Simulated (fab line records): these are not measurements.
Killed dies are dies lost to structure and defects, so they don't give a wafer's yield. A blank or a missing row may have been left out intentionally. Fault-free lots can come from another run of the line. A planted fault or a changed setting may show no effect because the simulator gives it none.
Which tool was responsible? / flow nandHarc / 21 wafers sampled from 7 lots at 1 step of a route of 1302

## WHAT THE GAUGES READ, wafer by wafer
NHARC_A_M1_CD_MEAS_16.
lot=L788; measured=day 23 21:37; on=cdSem-01; cdNm (nm)=119.4 119.7 120.3
lot=L791; measured=day 25 03:04; on=cdSem-01; cdNm (nm)=120.7 120.3 120.1
lot=L802; measured=day 29 18:23; on=cdSem-03; cdNm (nm)=119.8 120.8 119.2
lot=L800; measured=day 30 07:44; on=cdSem-03; cdNm (nm)=118.7 119.7 119.3
lot=L804; measured=day 30 22:55; on=cdSem-01; cdNm (nm)=118.1 118.2 117.7
lot=L806; measured=day 31 23:29; on=cdSem-02; cdNm (nm)=119.5 118.7 119.4
lot=L808; measured=day 32 10:27; on=cdSem-02; cdNm (nm)=119.8 119.3 119.1

## WHICH TOOL RAN EACH LOT (tool, then ch and the chambers of the sampled wafers, then the start)
Before these readings, the record contains no process step.

## THE ANSWER, worked out from the rows above alone
Rule: the usual values come from the lots themselves. The widest of any qualifying gaps counts: lots, ordered by their means at a reading, are off when they make up no more than a third of the lots, leave a main group of 4 or more, and stand apart from it by 3 or more times the standard deviation of that group's means. A main group whose means are all the same, to the digits that the tables above print for the reading, isn't used. Also off: a lot with no number at a reading for which 4 or more lots have one. All remaining lots with rows at the step are treated as sound.
None of the lots is off at any reading shown; this tells nothing.

## WHAT THE SIMULATOR HAD INSERTED
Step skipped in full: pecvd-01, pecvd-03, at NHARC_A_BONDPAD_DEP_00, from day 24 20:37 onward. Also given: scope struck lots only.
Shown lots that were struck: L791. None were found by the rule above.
